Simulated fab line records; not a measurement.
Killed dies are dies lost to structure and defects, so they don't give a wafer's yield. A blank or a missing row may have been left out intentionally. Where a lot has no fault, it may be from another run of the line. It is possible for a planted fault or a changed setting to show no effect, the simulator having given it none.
fab line records -- flow n5-finfet
[record] lots = 7, wafers = 21
route steps=1938 shown WELL_APT@24 FIN_SAQP@125 FIN_CUT@176 SD_EPI_N@263 SD_EPI_P@312 SD_ACTIVATION@330
start-h: hours from the record's opening day to when the first of the lot's shown wafers began -- wait-h: time in hours since the lot's previous step -- " same as the row above -- L1.1+2: several wafers, shown together as one row -- - no value present, or no start provided -- * or withheld: withheld -- < > ~ a bound
route shown NAME@n: NAME is a module with steps in the file, n the number in the route of the first one -- usual: average and standard deviation across the fault-free wafers -- same: alike in all rows -- chamber/n: place in a boat -- sites: the reading at each site -- _std_site: the standard deviation of these -- _edge_site: outer sites' mean less inner sites' -- radius-mm: for every site, how far away it sits from the centre of the wafer -- mask NAME#n: copy n -- behind: tool/chamber where the wafer was last shaped -- hold: what put the lot on hold/how long, in hours/how the hold closed -- device: which transistor (n, p or np) failed to switch -- end of line: at the end of the route, the tests of the same wafers -- a step without rows: its recipe alone -- killed: dies lost to structure and defects at the first sort, not the wafer's yield -- map: shows each die of a wafer: x if killed, . if not, _ if none is there
set.NAME: the run value of the setting; set.NAME@STEP: its run value at that earlier step -- model.NAME: the simulator's own value behind a step, which no gauge read
lots whose settings were changed on purpose; a table a step, a row a wafer
[[steps]]
[step N5_WELL_APT_EXPOSE_05]
[recipe] mask-id = NWELL, na = 0.8, source-shape = conventional, sigma-outer = 0.8, polarization = unpolarized, defocus-nm = 0, target-cd-nm = 200, dose-mj = 20.3
lot.wafer,tool,chamber,start-h,wait-h,mask,set.dose-mj
L075.1+3+6,krf-scanner-02,0,19.46,-,NWELL#0,20.3
L079.2+3+5,krf-scanner-01,0,44.32,-,NWELL#0,20.3
L082.1+5,krf-scanner-02,0,61.71,-,NWELL#0,20.81
L082.2,krf-scanner-02,0,61.71,-,NWELL#0,20.3
L083.2,krf-scanner-02,0,67.56,-,NWELL#0,21.6
L083.3+4,krf-scanner-02,0,67.56,-,NWELL#0,20.3
L086.2+5+6,krf-scanner-02,0,85.56,-,NWELL#0,19.7
L092.2,krf-scanner-02,0,121.52,-,NWELL#0,20.3
L092.5+6,krf-scanner-02,0,121.52,-,NWELL#0,19.1
L097.2+5,krf-scanner-02,0,151.40,-,NWELL#0,19.72
L097.4,krf-scanner-02,0,151.40,-,NWELL#0,20.3
[step N5_WELL_APT_DEVELOP_07]
[recipe] develop-time-s = 45, rinse-liquid = surfactant-rinse, dry = air-spin, dev-temp-c = 21
lot.wafer,tool,chamber,start-h,wait-h,set.develop-time-s
L075.1+3+6,litho-track-01,0,-,-,45
L079.2,litho-track-05,0,-,-,45
L079.3+5,litho-track-05,0,-,-,50.72
L082.1+2+5,litho-track-01,0,-,-,45
L083.2,litho-track-02,0,-,-,50.74
L083.3+4,litho-track-02,0,-,-,45
L086.2+5,litho-track-05,0,-,-,45
L086.6,litho-track-05,0,-,-,51.21
L092.2+6,litho-track-02,0,-,-,45
L092.5,litho-track-02,0,-,-,49.05
L097.2+4+5,litho-track-05,0,-,-,45
[step N5_WELL_APT_HARDBAKE_12]
[recipe] temp-c = 130, time-s = 120
[step N5_WELL_APT_CD_MEAS_08]
[recipe] target-cd-nm = 200, landing-energy-ev = 500, detector = se-inlens
[usual] cd-nm = 201.0/1.9
lot.wafer,tool,chamber,start-h,wait-h,set.dose-mj@WELL_APT_EXPOSE_05,cd-nm
L075.1,cd-sem-02,0,19.63,-,20.3,199.3
L075.3,cd-sem-02,0,19.63,-,20.3,202.3
L075.6,cd-sem-02,0,19.63,-,20.3,200.1
L079.2,cd-sem-03,0,44.49,-,20.3,199.6
L079.3,cd-sem-03,0,44.49,-,20.3,202.0
L079.5,cd-sem-03,0,44.49,-,20.3,203.8
L082.1,cd-sem-03,0,61.88,-,20.81,205.5
L082.2,cd-sem-03,0,61.88,-,20.3,202.5
L082.5,cd-sem-03,0,61.88,-,20.81,204.0
L083.2,cd-sem-02,0,67.73,-,21.6,212.1
L083.3,cd-sem-02,0,67.73,-,20.3,199.8
L083.4,cd-sem-02,0,67.73,-,20.3,199.8
L086.2,cd-sem-03,0,85.72,-,19.7,197.9
L086.5,cd-sem-03,0,85.72,-,19.7,194.6
L086.6,cd-sem-03,0,85.72,-,19.7,197.3
L092.2,cd-sem-02,0,121.68,-,20.3,200.5
L092.5,cd-sem-02,0,121.68,-,19.1,189.7
L092.6,cd-sem-02,0,121.68,-,19.1,188.6
L097.2,cd-sem-02,0,151.57,-,19.72,196.0
L097.4,cd-sem-02,0,151.57,-,20.3,203.5
L097.5,cd-sem-02,0,151.57,-,19.72,198.1
[step N5_WELL_APT_DESCUM_13]
[recipe] chemistry = O2, time-s = 7.9, source-power-w = 50, bias-power-w = 20, pressure-mtorr = 20, rf-frequency-hz = 2.712e+07, temp-c = 40, o2-flow-sccm = 225
lot.wafer,tool,chamber,start-h,wait-h,set.dose-mj@WELL_APT_EXPOSE_05,model.WELL_APT.cd-nm
L075.1,rie-diel-04,3,19.73,0.0,20.3,199.3
L075.3,rie-diel-04,2,19.73,0.0,20.3,202.4
L075.6,rie-diel-04,3,19.73,0.0,20.3,200.1
L079.2,rie-diel-02,1,44.57,0.0,20.3,199.4
L079.3,rie-diel-02,3,44.57,0.0,20.3,202.5
L079.5,rie-diel-02,1,44.57,0.0,20.3,203.4
L082.1,rie-diel-02,3,62.28,0.3,20.81,205.4
L082.2,rie-diel-02,2,62.28,0.3,20.3,203
L082.5,rie-diel-02,1,62.28,0.3,20.81,204
L083.2,rie-diel-02,0,67.83,0.0,21.6,211.5
L083.3,rie-diel-02,3,67.83,0.0,20.3,200
L083.4,rie-diel-02,0,67.83,0.0,20.3,199.8
L086.2,rie-diel-04,1,85.81,0.0,19.7,197.8
L086.5,rie-diel-04,1,85.81,0.0,19.7,194.6
L086.6,rie-diel-04,0,85.81,0.0,19.7,197.5
L092.2,rie-diel-01,0,121.77,0.0,20.3,200.7
L092.5,rie-diel-01,2,121.77,0.0,19.1,189.7
L092.6,rie-diel-01,3,121.77,0.0,19.1,189.1
L097.2,rie-diel-02,3,151.65,0.0,19.72,196.3
L097.4,rie-diel-02,0,151.65,0.0,20.3,203.4
L097.5,rie-diel-02,3,151.65,0.0,19.72,198.8
[step N5_FIN_SAQP_SPACER1_ALD_24]
[recipe] material = SiO2, target-thk-a = 203, temp-c = 300, ald-precursor-family = BDEAS, ald-co-reactant = O2-plasma, pulse-time-s = 1, purge-time-s = 2, co-reactant-purge-time-s = 2, ald-cycles = 218, pressure-torr = 2
lot.wafer,tool,chamber,start-h,wait-h,set.temp-c,model.SiO2_of_FIN_SAQP_SPACER1_ALD_24.thk-nm
L075.1+3+6,ald-sin-04,"2,3,2",28.28,0.3,300,20.4
L079.2+5,ald-sin-01,"0,2",53.51,0.3,300,20.4
L079.3,ald-sin-01,3,53.51,0.3,294.9,20.6
L082.1,ald-sin-02,2,71.04,0.3,300,20.2
L082.2+5,ald-sin-02,"1,2",71.04,0.3,295.7,20.6
L083.2+3,ald-sin-04,"1,3",76.87,0.3,300,20.4
L083.4,ald-sin-04,2,76.87,0.3,291.6,20.8
L086.2,ald-sin-04,1,95.82,1.4,300,20.2
L086.5,ald-sin-04,3,95.82,1.4,300,20.4
L086.6,ald-sin-04,2,95.82,1.4,286.6,21.4
L092.2+5,ald-sin-02,"1,0",131.52,0.5,300,20.2
L092.6,ald-sin-02,3,131.52,0.5,300,20.4
L097.2+4,ald-sin-04,"1,3",160.85,0.4,310.3,20
L097.5,ald-sin-04,0,160.85,0.4,300,20.2
[step N5_FIN_CUT_CUT_ETCH_15]
[recipe] chemistry = HBr/Cl2/O2, target = Si, target-depth-a = 1000, bt-time-s = 10, mask-material = SOC, time-s = 42.4, ion-energy-ev = *, bias-w = *, pressure-mtorr = 10, icp-w = 800, HBr_flow_sccm = 150, Cl2_flow_sccm = 80, O2_flow_sccm = 12
lot.wafer,tool,chamber,start-h,wait-h,set.time-s,model.etch.depth-nm,model.FIN_CUT.feature-depth-nm,model.SOC_of_FIN_CUT_COAT_18.thk-nm
L075.1,rie-si-04,2,32.90,0.1,42.4,97.94,98,170.4
L075.3,rie-si-04,3,32.90,0.1,42.4,97.53,97.6,171.2
L075.6,rie-si-04,1,32.90,0.1,42.4,102.3,102.2,169.4
L079.2,rie-si-01,3,58.68,0.1,42.4,97.61,97.6,171
L079.3,rie-si-01,0,58.68,0.1,37.36,87.37,87.4,174.2
L079.5,rie-si-01,3,58.68,0.1,42.4,97.71,97.8,169.4
L082.1,rie-si-01,0,75.69,0.1,42.4,100,100,172
L082.2,rie-si-01,2,75.69,0.1,42.4,101.2,101.2,169.8
L082.5,rie-si-01,3,75.69,0.1,42.4,97.15,97.2,171.8
L083.2,rie-si-01,0,81.37,0.1,42.4,102,102,168
L083.3,rie-si-01,2,81.37,0.1,46.16,111.6,111.6,165.8
L083.4,rie-si-01,1,81.37,0.1,42.4,101.6,101.6,168.6
L086.2,rie-si-04,1,100.82,0.1,42.4,101.8,101.8,170.8
L086.5,rie-si-04,0,100.82,0.1,51.34,120.5,120.6,163
L086.6,rie-si-04,3,100.82,0.1,51.34,120.2,120.2,163
L092.2,rie-si-06,1,135.85,0.1,38.59,89.14,89.2,175
L092.5,rie-si-06,1,135.85,0.1,42.4,97.87,97.8,171.6
L092.6,rie-si-06,2,135.85,0.1,42.4,97.73,97.8,172.4
L097.2,rie-si-06,0,165.35,0.1,42.4,101.7,101.8,170.8
L097.4,rie-si-06,3,165.35,0.1,47.8,109.6,109.6,167.6
L097.5,rie-si-06,1,165.35,0.1,42.4,98.79,98.8,171.4
[step N5_SD_EPI_N_COAT_33]
[recipe] resist = SiARC, temp-c = 220, time-s = 60, spin-rpm = 1500, resist-thk-nm = 35
lot.wafer,tool,chamber,start-h,wait-h,set.spin-rpm,model.SiARC_of_SD_EPI_N_COAT_33.thk-nm
L075.1+3,litho-track-05,0,-,-,1500,35.2
L075.6,litho-track-05,0,-,-,1500,35
L079.2,litho-track-05,0,-,-,1500,35
L079.3,litho-track-05,0,-,-,1500,35.2
L079.5,litho-track-05,0,-,-,1636,33.6
L082.1,litho-track-01,0,-,-,1350,37.2
L082.2,litho-track-01,0,-,-,1500,35.2
L082.5,litho-track-01,0,-,-,1350,37
L083.2+3,litho-track-01,0,-,-,1450,35.6
L083.4,litho-track-01,0,-,-,1500,35
L086.2,litho-track-01,0,-,-,1500,35
L086.5,litho-track-01,0,-,-,1420,36
L086.6,litho-track-01,0,-,-,1500,35.2
L092.2,litho-track-05,0,-,-,1658,33.2
L092.5+6,litho-track-05,0,-,-,1500,35
L097.2,litho-track-05,0,-,-,1396,36.2
L097.4,litho-track-05,0,-,-,1396,36.4
L097.5,litho-track-05,0,-,-,1500,35
[step N5_SD_EPI_N_COAT_03]
[recipe] resist = CAR-ArF-block, spin-rpm = 1500, resist-thk-nm = 150
lot.wafer,tool,chamber,start-h,wait-h,set.spin-rpm,model.CAR-ArF-block_of_SD_EPI_N_COAT_03.thk-nm
L075.1,litho-track-05,0,-,-,1500,150
L075.3,litho-track-05,0,-,-,1500,150.2
L075.6,litho-track-05,0,-,-,1500,150.4
L079.2+3,litho-track-05,0,-,-,1572,146.2
L079.5,litho-track-05,0,-,-,1500,149.6
L082.1,litho-track-01,0,-,-,1334,159
L082.2,litho-track-01,0,-,-,1500,150
L082.5,litho-track-01,0,-,-,1334,159.4
L083.2,litho-track-01,0,-,-,1500,149.8
L083.3+4,litho-track-01,0,-,-,1500,149.4
L086.2+5,litho-track-01,0,-,-,1500,150.2
L086.6,litho-track-01,0,-,-,1500,150.6
L092.2,litho-track-05,0,-,-,1406,155
L092.5,litho-track-05,0,-,-,1500,150
L092.6,litho-track-05,0,-,-,1500,150.2
L097.2,litho-track-05,0,-,-,1500,150
L097.4+5,litho-track-05,0,-,-,1500,150.6
[step N5_SD_EPI_N_EBR_05]
[recipe] solvent = PGMEA, ebr-width-mm = 1.5
[step N5_SD_EPI_N_SOFTBAKE_04]
[recipe] temp-c = 110, time-s = 60, resist = CAR-ArF-block
[step N5_SD_EPI_N_EXPOSE_06]
[recipe] mask-id = SD_N_BLK, na = 1.35, source-shape = conventional, sigma-outer = 0.8, polarization = unpolarized, target-cd-nm = 120, dose-mj = 39.75
[step N5_SD_EPI_N_PEB_07]
[recipe] peb-temp-c = 110, peb-time-s = 60, resist = CAR-ArF-block
[step N5_SD_EPI_N_DEVELOP_08]
[recipe] develop-time-s = 30, developer = TMAH, resist = CAR-ArF-block, dev-temp-c = 23, rinse-liquid = diw, dry = air-spin
lot.wafer,tool,chamber,start-h,wait-h,set.spin-rpm@SD_EPI_N_COAT_03,model.CAR-ArF-block_of_SD_EPI_N_COAT_03.thk-nm
L075.1+3,litho-track-05,0,-,-,1500,148.4
L075.6,litho-track-05,0,-,-,1500,148.8
L079.2+3,litho-track-02,0,-,-,1572,144.4
L079.5,litho-track-02,0,-,-,1500,148
L082.1,litho-track-01,0,-,-,1334,157.2
L082.2,litho-track-01,0,-,-,1500,148.4
L082.5,litho-track-01,0,-,-,1334,157.6
L083.2,litho-track-02,0,-,-,1500,148.2
L083.3,litho-track-02,0,-,-,1500,147.6
L083.4,litho-track-02,0,-,-,1500,147.8
L086.2+5,litho-track-01,0,-,-,1500,148.6
L086.6,litho-track-01,0,-,-,1500,149
L092.2,litho-track-01,0,-,-,1406,153.2
L092.5,litho-track-01,0,-,-,1500,148.2
L092.6,litho-track-01,0,-,-,1500,148.6
L097.2,litho-track-01,0,-,-,1500,148.4
L097.4+5,litho-track-01,0,-,-,1500,149
[step N5_SD_EPI_N_DESCUM_14]
[recipe] chemistry = O2, time-s = 7.9, source-power-w = 50, bias-power-w = 20, pressure-mtorr = 20, rf-frequency-hz = 2.712e+07, temp-c = 40, resist = CAR-ArF-block, o2-flow-sccm = 225
[step N5_SD_EPI_N_ETCH_34]
[recipe] chemistry = CF4, target = SiARC, target-depth-a = 455, mask-material = CAR-ArF-block, time-s = 75.8, ion-energy-ev = 80, pressure-mtorr = 40, source-w = 545, bias-w = 36, Ar_flow_sccm = 100, cf4-flow-sccm = 100, ends = cleared
[usual] etch-rf-on-time-s = 76.2/1.4
lot.wafer,tool,chamber,start-h,wait-h,set.spin-rpm@SD_EPI_N_COAT_33,set.spin-rpm@SD_EPI_N_COAT_03,etch-rf-on-time-s,model.CAR-ArF-block_of_SD_EPI_N_COAT_03.thk-nm,model.etch.depth-nm
L075.1,rie-diel-04,2,55.39,0.0,1500,1500,77.3,110.8,35.11
L075.3,rie-diel-04,0,55.39,0.0,1500,1500,77.7,111,35.16
L075.6,rie-diel-04,2,55.39,0.0,1500,1500,76.8,111.4,35.05
L079.2,rie-diel-04,2,78.66,0.0,1500,1572,76.2,107,35.04
L079.3,rie-diel-04,0,78.66,0.0,1500,1572,78.0,107,35.18
L079.5,rie-diel-04,2,78.66,0.0,1636,1500,73.3,112,33.53
L082.1,rie-diel-04,0,99.26,0.0,1350,1334,82.3,118,37.13
L082.2,rie-diel-04,2,99.26,0.0,1500,1500,76.9,110.8,35.15
L082.5,rie-diel-04,1,99.26,0.0,1350,1334,81.9,118.4,37.06
L083.2,rie-diel-01,3,101.64,0.0,1450,1500,75.1,110.2,35.64
L083.3,rie-diel-01,1,101.64,0.0,1450,1500,77.3,109.8,35.52
L083.4,rie-diel-01,2,101.64,0.0,1500,1500,75.0,110.4,35.07
L086.2,rie-diel-02,1,122.79,0.0,1500,1500,75.4,111.2,35.1
L086.5,rie-diel-02,3,122.79,0.0,1420,1500,79.3,110.2,36.09
L086.6,rie-diel-02,2,122.79,0.0,1500,1500,76.9,111.4,35.1
L092.2,rie-diel-04,2,156.58,0.0,1658,1406,72.8,117.6,33.25
L092.5,rie-diel-04,2,156.58,0.0,1500,1500,76.5,111,34.99
L092.6,rie-diel-04,3,156.58,0.0,1500,1500,75.0,111.2,34.97
L097.2,rie-diel-04,0,188.17,0.0,1396,1500,77.7,110,36.15
L097.4,rie-diel-04,3,188.17,0.0,1396,1500,77.5,110.4,36.34
L097.5,rie-diel-04,2,188.17,0.0,1500,1500,76.7,111.4,35.08
[step N5_SD_EPI_N_ETCH_35]
[recipe] chemistry = N2/H2, target = SOC, overetch-a = 1080, mask-material = SiARC, temp-c = 40, ion-energy-ev = 100, source-w = 3000, bias-w = 133, pressure-mtorr = 20, time-s = 486, n2-flow-sccm = 200, h2-flow-sccm = 200
lot.wafer,tool,chamber,start-h,wait-h,set.spin-rpm@SD_EPI_N_COAT_33,model.SiARC_of_SD_EPI_N_COAT_33.thk-nm
L075.1+3,rie-diel-04,"2,0",55.48,0.1,1500,20
L075.6,rie-diel-04,2,55.48,0.1,1500,19.8
L079.2,rie-diel-04,2,78.71,0.0,1500,20.2
L079.3,rie-diel-04,0,78.71,0.0,1500,20.4
L079.5,rie-diel-04,2,78.71,0.0,1636,18.6
L082.1+5,rie-diel-04,"0,1",99.31,0.0,1350,22.4
L082.2,rie-diel-04,2,99.31,0.0,1500,20
L083.2,rie-diel-01,3,101.70,0.0,1450,20
L083.3,rie-diel-01,1,101.70,0.0,1450,20.4
L083.4,rie-diel-01,2,101.70,0.0,1500,19.4
L086.2,rie-diel-02,1,122.85,0.0,1500,19.6
L086.5,rie-diel-02,3,122.85,0.0,1420,21
L086.6,rie-diel-02,2,122.85,0.0,1500,20.2
L092.2,rie-diel-04,2,156.64,0.0,1658,18.2
L092.5,rie-diel-04,2,156.64,0.0,1500,19.8
L092.6,rie-diel-04,3,156.64,0.0,1500,19.6
L097.2,rie-diel-04,0,188.23,0.0,1396,20.6
L097.4,rie-diel-04,3,188.23,0.0,1396,21
L097.5,rie-diel-04,2,188.23,0.0,1500,19.8
[step N5_SD_EPI_P_ETCH_16]
[recipe] chemistry = CHF3/O2, target = SiO2, target-depth-a = 50, mask-material = SOC, pressure-mtorr = 30, source-w = 650, bias-w = 170, Ar_flow_sccm = 200, CHF3_flow_sccm = 50, O2_flow_sccm = 5, ion-energy-ev = 200
lot.wafer,tool,chamber,start-h,wait-h,set.target-depth-a,model.etch.depth-nm
L075.1,rie-diel-05,1,60.94,0.1,50,5.065
L075.3,rie-diel-05,3,60.94,0.1,50,5.02
L075.6,rie-diel-05,2,60.94,0.1,50,5.075
L079.2,rie-diel-03,3,84.38,0.1,47.15,4.634
L079.3,rie-diel-03,0,84.38,0.1,50,5.019
L079.5,rie-diel-03,1,84.38,0.1,47.15,4.849
L082.1,rie-diel-03,1,105.45,0.1,50,5.182
L082.2,rie-diel-03,0,105.45,0.1,50,5.072
L082.5,rie-diel-03,1,105.45,0.1,55.03,5.725
L083.2,rie-diel-03,3,106.54,0.1,50,4.903
L083.3,rie-diel-03,0,106.54,0.1,50,5.026
L083.4,rie-diel-03,0,106.54,0.1,50,5.04
L086.2,rie-diel-06,0,127.80,0.1,50,5.035
L086.5,rie-diel-06,2,127.80,0.1,50,4.989
L086.6,rie-diel-06,3,127.80,0.1,46.27,4.5
L092.2,rie-diel-03,0,161.64,0.1,48.11,4.842
L092.5,rie-diel-03,0,161.64,0.1,48.11,4.818
L092.6,rie-diel-03,1,161.64,0.1,50,5.141
L097.2,rie-diel-03,1,193.51,0.1,44.36,4.534
L097.4,rie-diel-03,0,193.51,0.1,50,5.063
L097.5,rie-diel-03,1,193.51,0.1,50,5.094
[step N5_SD_EPI_P_EPI_21]
[recipe] material = SiGe:B, dopant = B, temp-c = 550, pressure-torr = 20, ambient = H2, time-s = 355
lot.wafer,tool,chamber,start-h,wait-h,set.time-s,model.SiGe-B_of_SD_EPI_P_EPI_21.thk-nm
L075.1,epi-rpcvd-04,0,61.67,0.1,355,62
L075.3,epi-rpcvd-04,0,61.67,0.1,355,61.6
L075.6,epi-rpcvd-04,0,63.47,1.8,355,61.8
L079.2,epi-rpcvd-04,0,85.50,0.5,337.7,58.8
L079.3,epi-rpcvd-04,0,85.50,0.5,337.7,59.4
L079.5,epi-rpcvd-04,0,85.50,0.5,355,60.4
L082.1,epi-rpcvd-03,0,106.18,0.1,290.1,53.2
L082.2,epi-rpcvd-03,0,106.18,0.1,355,60.6
L082.5,epi-rpcvd-03,0,107.62,1.5,290.1,53.4
L083.2,epi-rpcvd-04,0,107.63,0.5,416.5,69
L083.3,epi-rpcvd-04,0,107.63,0.5,355,61.2
L083.4,epi-rpcvd-04,0,107.63,0.5,416.5,67.6
L086.2,epi-rpcvd-04,0,128.89,0.5,355,60.6
L086.5,epi-rpcvd-04,0,129.97,1.5,292.9,54
L086.6,epi-rpcvd-04,0,129.97,1.5,292.9,54.8
L092.2,epi-rpcvd-02,0,162.73,0.5,355,60.6
L092.5,epi-rpcvd-02,0,163.81,1.5,355,60.2
L092.6,epi-rpcvd-02,0,163.81,1.5,355,60.4
L097.2,epi-rpcvd-02,0,194.60,0.5,355,60.6
L097.4,epi-rpcvd-02,0,194.60,0.5,355,61.2
L097.5,epi-rpcvd-02,0,194.60,0.5,355,61.4
[step N5_SD_EPI_P_EPI_MEAS_23]
[recipe] mode = xrd
[usual] thk-nm = 60.9/1.2
lot.wafer,tool,chamber,start-h,wait-h,set.time-s@SD_EPI_P_EPI_21,thk-nm
L075.1,film-metro-01,-,63.89,1.9,355,61.6
L075.3,film-metro-01,-,63.89,1.9,355,63.7
L075.6,film-metro-01,-,63.89,1.9,355,61.6
L079.2,film-metro-01,-,87.35,1.5,337.7,57.0
L079.3,film-metro-01,-,87.35,1.5,337.7,59.9
L079.5,film-metro-01,-,87.35,1.5,355,61.5
L082.1,film-metro-01,-,108.39,1.9,290.1,53.6
L082.2,film-metro-01,-,108.39,1.9,355,61.5
L082.5,film-metro-01,-,108.39,1.9,290.1,54.2
L083.2,film-metro-01,-,109.47,1.5,416.5,70.5
L083.3,film-metro-01,-,109.47,1.5,355,60.9
L083.4,film-metro-01,-,109.47,1.5,416.5,68.6
L086.2,film-metro-02,-,130.73,1.5,355,62.0
L086.5,film-metro-02,-,130.73,1.5,292.9,53.4
L086.6,film-metro-02,-,130.73,1.5,292.9,53.1
L092.2,film-metro-01,-,164.57,1.5,355,59.8
L092.5,film-metro-01,-,164.57,1.5,355,59.6
L092.6,film-metro-01,-,164.57,1.5,355,60.8
L097.2,film-metro-02,-,196.45,1.5,355,60.5
L097.4,film-metro-02,-,196.45,1.5,355,62.7
L097.5,film-metro-02,-,196.45,1.5,355,61.4
[step N5_SD_EPI_P_HM_STRIP_48]
[recipe] chemistry = H3PO4, temp-c = 160, material = SiNx, target = SiNx, target-depth-a = 30, overetch-fraction = 0.3
lot.wafer,tool,chamber,start-h,wait-h,set.time-s@SD_EPI_P_EPI_21,model.SiGe-B_of_SD_EPI_P_EPI_21.thk-nm
L075.1,wet-bench-06,0,63.92,0.0,355,61.6
L075.3+6,wet-bench-06,"2,7",63.92,0.0,355,61.4
L079.2,wet-bench-06,0,87.39,0.0,337.7,58.6
L079.3,wet-bench-06,6,87.39,0.0,337.7,59.2
L079.5,wet-bench-06,7,87.39,0.0,355,60.2
L082.1+5,wet-bench-04,"2,6",108.43,0.0,290.1,53
L082.2,wet-bench-04,5,108.43,0.0,355,60.2
L083.2,wet-bench-05,6,109.51,0.0,416.5,68.6
L083.3,wet-bench-05,3,109.51,0.0,355,60.8
L083.4,wet-bench-05,5,109.51,0.0,416.5,67.2
L086.2,wet-bench-05,1,130.77,0.0,355,60.2
L086.5,wet-bench-05,2,130.77,0.0,292.9,53.8
L086.6,wet-bench-05,0,130.77,0.0,292.9,54.6
L092.2+6,wet-bench-04,"2,6",164.61,0.0,355,60.2
L092.5,wet-bench-04,3,164.61,0.0,355,60
L097.2,wet-bench-04,1,196.48,0.0,355,60.4
L097.4,wet-bench-04,2,196.48,0.0,355,60.8
L097.5,wet-bench-04,7,196.48,0.0,355,61
[step N5_SD_EPI_P_SRD_49]
[recipe] dry = ipa-marangoni, time-s = 30, temp-c = 23, rinse-liquid = diw
[step N5_SD_EPI_P_PRECLEAN_24]
[recipe] chemistry = O3/DIW, time-s = 45, temp-c = 22, o3-ppm = 10
[step N5_SD_ACTIVATION_RTA_00]
[recipe] temp-c = 975, time-s = 0, ambient = N2, idle-temp-c = 600, ramp-up-c-per-s = 150, ramp-down-c-per-s = 60, cool-to-c = 600
[step N5_SD_ACTIVATION_LSA_01]
[recipe] temp-c = 1080, time-s = 0.0008, ambient = N2
[step N5_SD_ACTIVATION_RS_MEAS_03]
[recipe] thk-meas-gauge = four-point-probe
[usual] RS_SD_N = 21.9/0.31, RS_SD_P = 56.1/0.95
lot.wafer,tool,chamber,start-h,wait-h,set.time-s@SD_EPI_P_EPI_21,RS_SD_N[ohm/sq],RS_SD_P[ohm/sq]
L075.1,film-metro-01,-,64.49,0.2,355,22.7,55.6
L075.3,film-metro-01,-,64.49,0.2,355,22.4,55.0
L075.6,film-metro-01,-,64.49,0.2,355,22.2,55.4
L079.2,film-metro-01,-,88.23,0.2,337.7,22.2,57.1
L079.3,film-metro-01,-,88.23,0.2,337.7,22.0,57.1
L079.5,film-metro-01,-,88.23,0.2,355,21.8,56.3
L082.1,film-metro-02,-,109.00,0.2,290.1,22.0,64.7
L082.2,film-metro-02,-,109.00,0.2,355,21.8,57.1
L082.5,film-metro-02,-,109.00,0.2,290.1,22.1,65.0
L083.2,film-metro-02,-,110.11,0.2,416.5,21.9,49.9
L083.3,film-metro-02,-,110.11,0.2,355,21.8,55.6
L083.4,film-metro-02,-,110.11,0.2,416.5,21.6,50.2
L086.2,film-metro-02,-,131.36,0.2,355,21.7,56.2
L086.5,film-metro-02,-,131.36,0.2,292.9,21.8,63.0
L086.6,film-metro-02,-,131.36,0.2,292.9,22.0,62.1
L092.2,film-metro-02,-,165.31,0.2,355,22.6,56.2
L092.5,film-metro-02,-,165.31,0.2,355,22.5,56.6
L092.6,film-metro-02,-,165.31,0.2,355,22.1,56.8
L097.2,film-metro-02,-,197.08,0.2,355,21.7,57.8
L097.4,film-metro-02,-,197.08,0.2,355,21.5,56.9
L097.5,film-metro-02,-,197.08,0.2,355,21.8,56.8
[[key]]
[split] step = N5_WELL_APT_EXPOSE_05, setting = dose-mj, stated = 20.3, by = wafer
[response] step = N5_WELL_APT_CD_MEAS_08, reading = cd-nm, change = +1.88, per = 1%, r = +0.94
[response] step = N5_WELL_APT_DESCUM_13, reading = model.WELL_APT.cd-nm, change = +1.8, per = 1%, r = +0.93
[split] step = N5_WELL_APT_DEVELOP_07, setting = develop-time-s, stated = 45, by = wafer
response none clear
[split] step = N5_FIN_SAQP_SPACER1_ALD_24, setting = temp-c, stated = 300, by = wafer
[response] step = N5_FIN_SAQP_SPACER1_ALD_24, reading = model.SiO2_of_FIN_SAQP_SPACER1_ALD_24.thk-nm, change = -0.171, per = 1%, r = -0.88
[split] step = N5_FIN_CUT_CUT_ETCH_15, setting = time-s, stated = 42.4, by = wafer
[response] step = N5_FIN_CUT_CUT_ETCH_15, reading = model.etch.depth-nm, change = +0.879, per = 1%, r = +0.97
[response] step = N5_FIN_CUT_CUT_ETCH_15, reading = model.FIN_CUT.feature-depth-nm, change = +0.879, per = 1%, r = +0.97
[response] step = N5_FIN_CUT_CUT_ETCH_15, reading = model.SOC_of_FIN_CUT_COAT_18.thk-nm, change = -0.337, per = 1%, r = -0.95
[split] step = N5_SD_EPI_N_COAT_33, setting = spin-rpm, stated = 1500, by = wafer
[response] step = N5_SD_EPI_N_COAT_33, reading = model.SiARC_of_SD_EPI_N_COAT_33.thk-nm, change = -0.177, per = 1%, r = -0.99
[response] step = N5_SD_EPI_N_ETCH_34, reading = etch-rf-on-time-s, change = *, per = 1%, r = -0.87
[response] step = N5_SD_EPI_N_ETCH_34, reading = model.etch.depth-nm, change = -0.176, per = 1%, r = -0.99
[response] step = N5_SD_EPI_N_ETCH_35, reading = model.SiARC_of_SD_EPI_N_COAT_33.thk-nm, change = -0.186, per = 1%, r = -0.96
[split] step = N5_SD_EPI_N_COAT_03, setting = spin-rpm, stated = 1500, by = wafer
[response] step = N5_SD_EPI_N_COAT_03, reading = model.CAR-ArF-block_of_SD_EPI_N_COAT_03.thk-nm, change = -0.805, per = 1%, r = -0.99
[response] step = N5_SD_EPI_N_DEVELOP_08, reading = model.CAR-ArF-block_of_SD_EPI_N_COAT_03.thk-nm, change = -0.795, per = 1%, r = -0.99
[response] step = N5_SD_EPI_N_ETCH_34, reading = model.CAR-ArF-block_of_SD_EPI_N_COAT_03.thk-nm, change = -0.794, per = 1%, r = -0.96
[split] step = N5_SD_EPI_P_ETCH_16, setting = target-depth-a, stated = 50, by = wafer
[response] step = N5_SD_EPI_P_ETCH_16, reading = model.etch.depth-nm, change = +0.0566, per = 1%, r = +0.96
[split] step = N5_SD_EPI_P_EPI_21, setting = time-s, stated = 355, by = wafer
[response] step = N5_SD_EPI_P_EPI_21, reading = model.SiGe-B_of_SD_EPI_P_EPI_21.thk-nm, change = +0.385, per = 1%, r = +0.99
[response] step = N5_SD_EPI_P_EPI_MEAS_23, reading = thk-nm, change = *, per = 1%, r = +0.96
[response] step = N5_SD_EPI_P_HM_STRIP_48, reading = model.SiGe-B_of_SD_EPI_P_EPI_21.thk-nm, change = +0.38, per = 1%, r = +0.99
[response] step = N5_SD_ACTIVATION_RS_MEAS_03, reading = RS_SD_P, change = -0.365, per = 1%, r = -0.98
